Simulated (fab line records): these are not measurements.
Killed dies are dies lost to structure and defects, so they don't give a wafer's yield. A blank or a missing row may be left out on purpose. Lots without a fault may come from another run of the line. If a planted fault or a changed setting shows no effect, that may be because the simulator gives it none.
Chamber matching :: flow n5 finfet :: N5_BEOL_M0_SAQP_HM_DEP_111 on pecvd-03: 3 sister chambers
The step deposits SiO2 from SiH4/N2O, target thk 12 nm, time 7.2 s. 3 wafers are shown with their chamber, then 12 later ones without.

== WAFERS PAIRED WITH THEIR CHAMBERS ==
wafer: L090.1
chamber: 0
showerhead plenum p Torr (Torr): 8.18

wafer: L090.4
chamber: 1
showerhead plenum p Torr (Torr): 8.21

wafer: L090.5
chamber: 2
showerhead plenum p Torr (Torr): 8.10

== WAFERS WHOSE CHAMBER IS MISSING ==
wafer: L093.3
showerhead plenum p Torr (Torr): 8.20

wafer: L093.5
showerhead plenum p Torr (Torr): 8.19

wafer: L093.6
showerhead plenum p Torr (Torr): 8.24

wafer: L094.1
showerhead plenum p Torr (Torr): 8.20

wafer: L094.2
showerhead plenum p Torr (Torr): 8.09

wafer: L094.4
showerhead plenum p Torr (Torr): 8.20

wafer: L095.2
showerhead plenum p Torr (Torr): 8.23

wafer: L095.5
showerhead plenum p Torr (Torr): 8.09

wafer: L095.6
showerhead plenum p Torr (Torr): 8.25

wafer: L096.1
showerhead plenum p Torr (Torr): 8.08

wafer: L096.2
showerhead plenum p Torr (Torr): 8.23

wafer: L096.3
showerhead plenum p Torr (Torr): 8.19

== WHICH CHAMBER EACH WENT THROUGH ==
wafer: L093.3
from the rows above: can't be placed: 1 or 0
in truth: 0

wafer: L093.5
from the rows above: can't be placed: 0 or 1
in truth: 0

wafer: L093.6
from the rows above: can't be placed: 1 or 0
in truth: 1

wafer: L094.1
from the rows above: can't be placed: 1 or 0
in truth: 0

wafer: L094.2
from the rows above: 2
in truth: 2

wafer: L094.4
from the rows above: can't be placed: 1 or 0
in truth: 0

wafer: L095.2
from the rows above: can't be placed: 1 or 0
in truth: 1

wafer: L095.5
from the rows above: 2
in truth: 2

wafer: L095.6
from the rows above: can't be placed: 1 or 0
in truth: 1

wafer: L096.1
from the rows above: 2
in truth: 2

wafer: L096.2
from the rows above: can't be placed: 1 or 0
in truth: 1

wafer: L096.3
from the rows above: can't be placed: 0 or 1
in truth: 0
3 of 12 placed correctly. From these rows, 9 cannot be placed; in 9 the true chamber is one of the candidates. Placed wrongly: 0.
How it was worked out, from the rows above alone: a wafer's distance from a chamber is the root of the sum, over the readings, of the square of ((its reading less the chamber's mean) divided by the reading's scatter). The wafer belongs to the nearest chamber; if the next one is less than 2 further off, it can't be placed. For every chamber, the mean is computed from those of its wafers that are shown. The scatter: with one shown wafer a chamber, the root of the mean of the squares of how far each hidden wafer lies from its nearest shown one.
